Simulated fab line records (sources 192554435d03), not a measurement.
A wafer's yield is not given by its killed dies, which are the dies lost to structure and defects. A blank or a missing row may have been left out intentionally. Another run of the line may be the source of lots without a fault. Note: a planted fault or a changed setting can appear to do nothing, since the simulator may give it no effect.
Chamber matching ; flow n5-finfet ; ald-sin-01 running N5_SDB_ALD_29: 4 sister chambers
The step deposits SiNx, target thk 30 nm, pulse time 1 s, ald cycles 600. 8 wafers are shown with their chamber, then 9 later ones without.

WAFERS PAIRED WITH THEIR CHAMBERS
wafer;chamber;heater-power-w (W);precursor-pulse-height-rel
L077.6;0;804;1.003
L080.1;3;970;0.998
L080.3;1;847;1.017
L082.5;1;837;0.994
L082.6;0;751;0.964
L085.1;2;752;1.011
L085.3;3;986;1.041
L085.5;2;741;0.997

WAFERS WITH NO CHAMBER GIVEN
wafer;heater-power-w (W);precursor-pulse-height-rel
L089.1;958;0.995
L089.2;756;1.008
L089.6;764;0.999
L092.1;843;0.978
L092.3;769;1.009
L092.4;748;0.993
L096.1;987;1.024
L096.5;960;1.016
L096.6;743;0.985

CHAMBER TAKEN BY EACH
wafer;from the rows above;in truth
L089.1;3;3
L089.2;can't be placed: 2 or 0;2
L089.6;can't be placed: 2 or 0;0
L092.1;1;1
L092.3;can't be placed: 2 or 0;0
L092.4;can't be placed: 2 or 0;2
L096.1;3;3
L096.5;3;3
L096.6;can't be placed: 2 or 0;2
Placed correctly: 4 of 9. Can't be placed from these rows: 5 (the true chamber is among the candidates in 5). Wrongly placed: 0.
How it was worked out, from the rows above alone: a wafer's distance from a chamber is the root of the sum, over the readings, of the square of ((its reading less the chamber's mean) divided by the reading's scatter). The wafer belongs to the nearest chamber; if the next one is less than 2 further off, it can't be placed. A chamber's mean is the mean of its shown wafers. The scatter: take each reading less its chamber's mean, square it, sum over the shown wafers, divide by the number of wafers less the number of chambers, and take the root.
